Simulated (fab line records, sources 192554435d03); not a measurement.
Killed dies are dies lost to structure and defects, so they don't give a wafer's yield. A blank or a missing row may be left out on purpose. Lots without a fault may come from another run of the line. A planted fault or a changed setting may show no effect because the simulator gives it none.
Which tool did it? | flow n5_finfet | 24 lots, 72 wafers sampled, at 6 steps of a route of 1938

WHAT THE GAUGES READ, wafer by wafer
N5_BEOL_M6_OVL_MEAS_29. Usual: V5_OVL 0.3 nm, standard deviation 0.57.
lot  | measured     | on         | V5_OVL (nm)    | flag
L075 | day 9 12:33  | overlay-02 | 0.4 0.8 0.1    |
L074 | day 9 13:49  | overlay-02 | 0.1 1.0 0.9    |
L076 | day 9 21:22  | overlay-02 | -0.8 0.8 -0.5  |
L079 | day 10 05:27 | overlay-02 | 0.2 0.6 -0.6   |
L077 | day 10 15:13 | overlay-02 | 0.1 0.3 0.3    |
L078 | day 10 19:22 | overlay-01 | 0.3 0.7 0.9    |
L081 | day 11 02:28 | overlay-01 | -0.4 0.2 -0.2  |
L080 | day 11 12:37 | overlay-01 | 0.0 1.2 0.2    |
L082 | day 11 14:11 | overlay-02 | -0.3 -0.3 -0.3 |
L083 | day 11 17:26 | overlay-01 | -1.4 -0.4 -0.7 |
L085 | day 11 20:56 | overlay-02 | -0.7 -0.1 0.3  |
L084 | day 11 21:02 | overlay-02 | 0.8 1.1 0.9    |
L086 | day 12 19:34 | overlay-01 | 1.1 0.3 0.1    |
L087 | day 13 01:40 | overlay-01 | 0.2 -0.5 0.5   |
L089 | day 13 01:57 | overlay-01 | -0.2 0.2 -0.4  |
L090 | day 13 06:29 | overlay-02 | 0.7 0.2 1.7    |
L088 | day 13 08:14 | overlay-02 | 0.3 0.7 1.2    |
L091 | day 13 13:34 | overlay-02 | 0.3 -0.1 0.1   |
L092 | day 13 16:11 | overlay-02 | 0.4 0.6 0.3    |
L093 | day 14 08:14 | overlay-01 | 0.9 -0.3 0.7   |
L094 | day 14 08:17 | overlay-01 | 0.2 0.7 0.1    |
L095 | day 14 10:21 | overlay-02 | 0.3 -0.5 -0.8  |
L096 | day 15 14:22 | overlay-02 | 0.3 0.5 1.2    |
L097 | day 16 18:48 | overlay-02 | 0.0 0.4 -0.5   |

N5_BEOL_M7_THK_MEAS_01. Usual: M7_ILD_THK 155.4 nm, standard deviation 2.1.
lot  | measured     | on            | M7_ILD_THK (nm)   | flag
L075 | day 9 16:21  | film_metro-02 | 156.9 157.9 156.7 |
L074 | day 9 17:46  | film_metro-02 | 155.7 153.9 157.5 |
L076 | day 10 02:22 | film_metro-01 | 154.2 154.9 157.9 |
L079 | day 10 10:02 | film_metro-01 | 157.4 153.8 155.2 |
L077 | day 10 19:10 | film_metro-01 | 150.4 151.0 153.2 |
L078 | day 10 23:22 | film_metro-02 | 152.1 155.9 155.7 |
L081 | day 11 06:28 | film_metro-01 | 158.1 154.8 160.1 |
L080 | day 11 17:44 | film_metro-01 | 152.7 156.0 157.1 |
L082 | day 11 19:30 | film_metro-02 | 153.3 152.0 154.8 |
L083 | day 11 21:00 | film_metro-02 | 154.8 155.3 154.4 |
L085 | day 12 01:43 | film_metro-02 | 154.2 156.5 157.5 |
L084 | day 12 02:45 | film_metro-01 | 156.4 154.9 158.1 |
L086 | day 13 00:01 | film_metro-02 | 157.8 158.1 158.2 |
L087 | day 13 06:58 | film_metro-01 | 152.1 157.2 158.3 |
L089 | day 13 07:14 | film_metro-01 | 152.0 155.9 153.8 |
L090 | day 13 10:20 | film_metro-01 | 154.6 157.1 157.1 |
L088 | day 13 13:33 | film_metro-01 | 153.8 153.3 157.3 |
L091 | day 13 17:13 | film_metro-01 | 156.0 157.1 153.1 |
L092 | day 13 20:04 | film_metro-02 | 153.8 157.5 156.3 |
L093 | day 14 11:50 | film_metro-01 | 153.8 155.9 154.8 |
L094 | day 14 13:23 | film_metro-02 | 153.7 158.4 156.6 |
L095 | day 14 16:10 | film_metro-01 | 152.8 156.7 155.3 |
L096 | day 15 18:08 | film_metro-02 | 155.7 157.6 157.7 |
L097 | day 16 22:28 | film_metro-01 | 155.8 153.5 151.3 |

N5_BEOL_M7_OVL_MEAS_12. Usual: M7_OVL -0.2 nm, standard deviation 0.82.
lot  | measured     | on         | M7_OVL (nm)    | flag
L075 | day 9 17:16  | overlay-01 | -1.4 -1.6 -1.1 |
L074 | day 9 19:13  | overlay-01 | 0.0 -0.3 -0.9  |
L076 | day 10 03:11 | overlay-02 | -1.1 -1.1 -1.7 |
L079 | day 10 12:10 | overlay-01 | 1.2 -0.8 -0.9  |
L077 | day 10 20:38 | overlay-01 | -1.2 -1.5 -0.4 |
L078 | day 11 00:30 | overlay-02 | 0.1 0.7 1.1    |
L081 | day 11 08:12 | overlay-02 | -0.6 -0.4 -0.4 |
L080 | day 11 18:57 | overlay-02 | 0.3 0.5 -0.1   |
L082 | day 11 21:40 | overlay-01 | -0.7 -0.4 -1.3 |
L083 | day 11 21:59 | overlay-02 | 0.4 0.7 -0.5   |
L085 | day 12 03:12 | overlay-01 | -0.3 0.0 -0.1  |
L084 | day 12 04:02 | overlay-01 | 1.2 1.3 1.0    |
L086 | day 13 02:52 | overlay-01 | -0.9 -0.6 -0.4 |
L087 | day 13 07:59 | overlay-02 | 1.2 0.3 0.5    |
L089 | day 13 08:12 | overlay-01 | -0.8 -1.3 -0.9 |
L090 | day 13 12:17 | overlay-01 | -1.1 -1.3 -0.4 |
L088 | day 13 15:02 | overlay-01 | 0.4 -0.2 -0.5  |
L091 | day 13 18:31 | overlay-01 | -0.8 -1.1 -0.9 |
L092 | day 13 20:44 | overlay-02 | -0.6 -1.2 0.0  |
L093 | day 14 14:01 | overlay-02 | -1.0 -0.1 -0.1 |
L094 | day 14 14:38 | overlay-02 | 1.0 0.7 1.7    |
L095 | day 14 18:16 | overlay-01 | 0.1 0.9 0.0    |
L096 | day 15 18:55 | overlay-01 | 0.4 1.4 0.1    |
L097 | day 17 00:23 | overlay-02 | 0.3 0.4 0.7    |

WHICH TOOL RAN EACH LOT (tool, then ch and the chambers of the sampled wafers, then the start)
lot  | N5_BEOL_M6_CURE_74            | N5_BEOL_M6_STRIP_67                | N5_BEOL_M6_ETCH_72
L075 | uv_cure-01 ch 2, day 9 09:50  | rie_diel-04 ch 0,2,3, day 9 11:59  | rie_diel-01 ch 0,2,3, day 9 12:55
L074 | uv_cure-03 ch 0, day 9 11:12  | rie_diel-04 ch 0,2,3, day 9 12:24  | rie_diel-04 ch 0,2,3, day 9 13:56
L076 | uv_cure-03 ch 1, day 9 17:55  | rie_diel-04 ch 0,2,3, day 9 19:41  | rie_diel-01 ch 0,1, day 9 21:30
L079 | uv_cure-03 ch 1, day 10 02:34 | rie_diel-04 ch 0,2,3, day 10 04:15 | rie_diel-02 ch 1,2,3, day 10 06:13
L077 | uv_cure-03 ch 2, day 10 08:49 | rie_diel-04 ch 0,2, day 10 13:13   | rie_diel-04 ch 0,3, day 10 15:20
L078 | uv_cure-03 ch 2, day 10 14:49 | rie_diel-04 ch 0,2,3, day 10 18:04 | rie_diel-04 ch 2,3, day 10 19:29
L081 | uv_cure-02 ch 0, day 10 21:10 | rie_diel-02 ch 0,1,2, day 11 00:23 | rie_diel-01 ch 0,2, day 11 02:35
L080 | uv_cure-02 ch 0, day 11 08:19 | rie_diel-01 ch 1,3, day 11 11:14   | rie_diel-02 ch 0,1,3, day 11 12:45
L082 | uv_cure-03 ch 0, day 11 09:05 | rie_diel-02 ch 0,1, day 11 11:33   | rie_diel-02 ch 0,3, day 11 14:19
L083 | uv_cure-03 ch 1, day 11 14:08 | rie_diel-04 ch 0,1,3, day 11 15:54 | rie_diel-04 ch 0,1,2, day 11 17:33
L085 | uv_cure-01 ch 1, day 11 16:02 | rie_diel-02 ch 0,1, day 11 19:29   | rie_diel-01 ch 0,1,2, day 11 21:07
L084 | uv_cure-03 ch 2, day 11 18:05 | rie_diel-04 ch 0,2,3, day 11 19:43 | rie_diel-02 ch 0,1, day 11 21:19
L086 | uv_cure-03 ch 1, day 12 14:16 | rie_diel-04 ch 1,2, day 12 18:24   | rie_diel-02 ch 0,1, day 12 19:41
L087 | uv_cure-01 ch 0, day 12 19:28 | rie_diel-02 ch 0,1,3, day 12 22:22 | rie_diel-02 ch 1,2, day 13 02:15
L089 | uv_cure-03 ch 1, day 12 20:00 | rie_diel-02 ch 0,1,3, day 12 22:43 | rie_diel-02 ch 0,2,3, day 13 02:43
L090 | uv_cure-03 ch 2, day 13 01:13 | rie_diel-04 ch 1,2,3, day 13 03:55 | rie_diel-02 ch 1,2,3, day 13 06:37
L088 | uv_cure-03 ch 2, day 13 04:59 | rie_diel-01 ch 0,1, day 13 07:41   | rie_diel-01 ch 0,1,3, day 13 08:25
L091 | uv_cure-03 ch 1, day 13 10:08 | rie_diel-02 ch 0,2,3, day 13 12:52 | rie_diel-01 ch 1,2,3, day 13 13:41
L092 | uv_cure-02 ch 1, day 13 13:27 | rie_diel-04 ch 1,2, day 13 15:32   | rie_diel-02 ch 2,3, day 13 16:27
L093 | uv_cure-02 ch 2, day 14 01:31 | rie_diel-04 ch 2,3, day 14 04:13   | rie_diel-02 ch 1,2, day 14 08:22
L094 | uv_cure-01 ch 0, day 14 02:11 | rie_diel-02 ch 2,3, day 14 04:33   | rie_diel-04 ch 2,3, day 14 08:31
L095 | uv_cure-01 ch 1, day 14 04:21 | rie_diel-04 ch 2,3, day 14 06:26   | rie_diel-02 ch 0,2, day 14 10:28
L096 | uv_cure-02 ch 1, day 15 09:52 | rie_diel-01 ch 0,1,2, day 15 11:44 | rie_diel-01 ch 1,2,3, day 15 14:29
L097 | uv_cure-02 ch 2, day 16 09:55 | rie_diel-01 ch 0,1,3, day 16 16:11 | rie_diel-02 ch 0,1,2, day 16 18:55
- N5_BEOL_M6_CURE_74: cures SiCOH lowk, time 240 s.
- N5_BEOL_M6_STRIP_67: strips in CF4.
- N5_BEOL_M6_ETCH_72: etches underlayer in N2/H2, target depth 6.5 nm, time 5.2 s.

WHAT THE TOOLS THEMSELVES READ (means of the sampled wafers that have a number; where no wafer has one, the mark that the record gives instead)
N5_BEOL_M6_CURE_74. Usual: lamp_power_pct 52.31 %, standard deviation 0.054; wafer_temp_C_max 386.6, standard deviation 0.56.
lot  | tool       | lamp_power_pct (%) | wafer_temp_C_max | flag
L075 | uv_cure-01 | 52.36              | 387.1            |
L074 | uv_cure-03 | 52.31              | 387.4            |
L076 | uv_cure-03 | 52.28              | 386.9            |
L079 | uv_cure-03 | 52.36              | 387.1            |
L077 | uv_cure-03 | 52.36              | 386.3            |
L078 | uv_cure-03 | 52.28              | 386.6            |
L081 | uv_cure-02 | 52.27              | 387.7            |
L080 | uv_cure-02 | 52.30              | 387.7            |
L082 | uv_cure-03 | 52.30              | 386.7            |
L083 | uv_cure-03 | 52.29              | 386.9            |
L085 | uv_cure-01 | 52.27              | 386.8            |
L084 | uv_cure-03 | 52.35              | 386.1            |
L086 | uv_cure-03 | 52.38              | 387.1            |
L087 | uv_cure-01 | 52.30              | 386.4            |
L089 | uv_cure-03 | 52.32              | 387.0            |
L090 | uv_cure-03 | 52.33              | 386.4            |
L088 | uv_cure-03 | 52.32              | 386.5            |
L091 | uv_cure-03 | 52.31              | 387.0            |
L092 | uv_cure-02 | 52.27              | 386.1            |
L093 | uv_cure-02 | 52.33              | 386.1            |
L094 | uv_cure-01 | 52.28              | 386.3            |
L095 | uv_cure-01 | 52.34              | 386.7            |
L096 | uv_cure-02 | 52.29              | 386.0            |
L097 | uv_cure-02 | 52.30              | 385.9            |

N5_BEOL_M6_STRIP_67. Usual: drypump_motor_current_A 5.7 A, standard deviation 0.34; oes_product_au 0.79 a.u., standard deviation 0.081; power_w 300.0 W, standard deviation 0.92; rf_vpp_V 271.3 V, standard deviation 1.7; showerhead_plenum_p_Torr 1.80 Torr, standard deviation 0.062; throttle_valve_pct 13.50 %, standard deviation 0.19.
lot  | tool        | drypump_motor_current_A (A) | oes_product_au (a.u.) | power_w (W) | rf_vpp_V (V) | showerhead_plenum_p_Torr (Torr) | throttle_valve_pct (%) | flag
L075 | rie_diel-04 | 5.7                         | 0.83                  | 299.6       | 272.2        | 1.81                            | 13.41                  |
L074 | rie_diel-04 | 5.8                         | 0.83                  | 300.1       | 270.3        | 1.81                            | 13.42                  |
L076 | rie_diel-04 | 5.8                         | 0.82                  | 300.8       | 271.6        | 1.81                            | 13.41                  |
L079 | rie_diel-04 | 5.8                         | 0.82                  | 300.1       | 271.2        | 1.81                            | 13.43                  |
L077 | rie_diel-04 | 5.7                         | 0.86                  | 299.1       | 272.9        | 1.85                            | 13.36                  |
L078 | rie_diel-04 | 5.8                         | 0.80                  | 300.2       | 271.6        | 1.81                            | 13.45                  |
L081 | rie_diel-02 | 5.6                         | 0.72                  | 300.1       | 270.5        | 1.74                            | 13.72                  |
L080 | rie_diel-01 | 5.2                         | 0.89                  | 298.7       | 271.4        | 1.82                            | 13.39                  |
L082 | rie_diel-02 | 5.5                         | 0.74                  | 300.5       | 270.0        | 1.74                            | 13.56                  |
L083 | rie_diel-04 | 6.0                         | 0.77                  | 299.6       | 271.8        | 1.84                            | 13.59                  |
L085 | rie_diel-02 | 5.5                         | 0.74                  | 300.2       | 268.7        | 1.74                            | 13.56                  |
L084 | rie_diel-04 | 5.8                         | 0.80                  | 299.2       | 270.9        | 1.81                            | 13.47                  |
L086 | rie_diel-04 | 6.2                         | 0.73                  | 299.8       | 271.3        | 1.80                            | 13.75                  |
L087 | rie_diel-02 | 5.5                         | 0.79                  | 300.2       | 270.2        | 1.78                            | 13.44                  |
L089 | rie_diel-02 | 5.5                         | 0.78                  | 299.7       | 270.0        | 1.78                            | 13.45                  |
L090 | rie_diel-04 | 6.0                         | 0.73                  | 300.1       | 270.9        | 1.78                            | 13.68                  |
L088 | rie_diel-01 | 5.0                         | 0.77                  | 299.4       | 271.0        | 1.77                            | 13.63                  |
L091 | rie_diel-02 | 5.6                         | 0.84                  | 300.5       | 272.5        | 1.84                            | 13.42                  |
L092 | rie_diel-04 | 5.9                         | 0.75                  | 301.8       | 270.1        | 1.77                            | 13.64                  |
L093 | rie_diel-04 | 5.8                         | 0.73                  | 299.5       | 270.4        | 1.77                            | 13.59                  |
L094 | rie_diel-02 | 5.8                         | 0.91                  | 299.2       | 273.2        | 1.88                            | 13.36                  |
L095 | rie_diel-04 | 5.8                         | 0.73                  | 301.4       | 269.8        | 1.76                            | 13.59                  |
L096 | rie_diel-01 | 5.5                         | 0.79                  | 300.5       | 271.8        | 1.80                            | 13.57                  |
L097 | rie_diel-01 | 5.0                         | 0.77                  | 300.8       | 271.0        | 1.80                            | 13.57                  |

N5_BEOL_M6_ETCH_72. Usual: drypump_motor_current_A 5.6 A, standard deviation 0.4; etch_rf_on_time_s 5.17 s, standard deviation 0.11; oes_product_au 0.69 a.u., standard deviation 0.08; rf_vpp_V 524.4 V, standard deviation 2.8; showerhead_plenum_p_Torr 2.56 Torr, standard deviation 0.1; throttle_valve_pct 17.77 %, standard deviation 0.16.
lot  | tool        | drypump_motor_current_A (A) | etch_rf_on_time_s (s) | oes_product_au (a.u.) | rf_vpp_V (V) | showerhead_plenum_p_Torr (Torr) | throttle_valve_pct (%) | flag
L075 | rie_diel-01 | 5.4                         | 5.26                  | 0.69                  | 526.4        | 2.64                            | 17.79                  |
L074 | rie_diel-04 | 5.7                         | 5.20                  | 0.71                  | 524.8        | 2.57                            | 17.73                  |
L076 | rie_diel-01 | 5.0                         | 5.31                  | 0.69                  | 523.6        | 2.50                            | 17.81                  |
L079 | rie_diel-02 | 5.7                         | 5.31                  | 0.61                  | 520.9        | 2.49                            | 17.99                  |
L077 | rie_diel-04 | 5.8                         | 5.16                  | 0.71                  | 526.2        | 2.65                            | 17.83                  |
L078 | rie_diel-04 | 5.8                         | 5.24                  | 0.66                  | 523.0        | 2.49                            | 17.68                  |
L081 | rie_diel-01 | 5.4                         | 5.34                  | 0.64                  | 523.6        | 2.56                            | 17.87                  |
L080 | rie_diel-02 | 5.6                         | 5.16                  | 0.69                  | 523.7        | 2.52                            | 17.68                  |
L082 | rie_diel-02 | 5.4                         | 5.06                  | 0.69                  | 524.1        | 2.55                            | 17.67                  |
L083 | rie_diel-04 | 5.9                         | 5.32                  | 0.68                  | 525.0        | 2.59                            | 17.80                  |
L085 | rie_diel-01 | 5.5                         | 5.17                  | 0.70                  | 526.3        | 2.56                            | 17.83                  |
L084 | rie_diel-02 | 5.6                         | 5.13                  | 0.63                  | 521.9        | 2.45                            | 17.81                  |
L086 | rie_diel-02 | 5.5                         | 5.11                  | 0.63                  | 522.7        | 2.45                            | 17.81                  |
L087 | rie_diel-02 | 5.8                         | 5.13                  | 0.69                  | 523.8        | 2.53                            | 17.85                  |
L089 | rie_diel-02 | 5.6                         | 5.08                  | 0.73                  | 525.9        | 2.61                            | 17.72                  |
L090 | rie_diel-02 | 5.8                         | 5.08                  | 0.74                  | 524.7        | 2.58                            | 17.75                  |
L088 | rie_diel-01 | 5.1                         | 5.27                  | 0.68                  | 522.8        | 2.55                            | 17.78                  |
L091 | rie_diel-01 | 5.5                         | 5.16                  | 0.72                  | 527.4        | 2.62                            | 17.76                  |
L092 | rie_diel-02 | 5.8                         | 5.09                  | 0.77                  | 525.6        | 2.64                            | 17.63                  |
L093 | rie_diel-02 | 5.8                         | 5.08                  | 0.69                  | 524.0        | 2.52                            | 17.87                  |
L094 | rie_diel-04 | 5.8                         | 5.26                  | 0.61                  | 522.6        | 2.50                            | 17.89                  |
L095 | rie_diel-02 | 5.7                         | 5.12                  | 0.72                  | 527.1        | 2.64                            | 17.88                  |
L096 | rie_diel-01 | 5.5                         | 5.19                  | 0.70                  | 525.1        | 2.61                            | 17.79                  |
L097 | rie_diel-02 | 5.6                         | 5.08                  | 0.74                  | 523.0        | 2.54                            | 17.74                  |

THE ANSWER, worked out from the rows above alone
Rule: a lot is off if the mean of its wafers that have a number lies more than 3 standard deviations from the usual mean. A lot without any number at a reading at which 4 lots or more have one is off too. The other lots that the step has rows for count as sound. The gauges are gone through in route order, then the tools' own readings, and for those a lot's mean is taken as printed above. The first step at which some lot is off is used, and at that step the reading that is off furthest; a lot without a number counts as furthest.
No lot is off at any reading shown: from this, nothing can be told.

WHAT THE SIMULATOR HAD PUT IN
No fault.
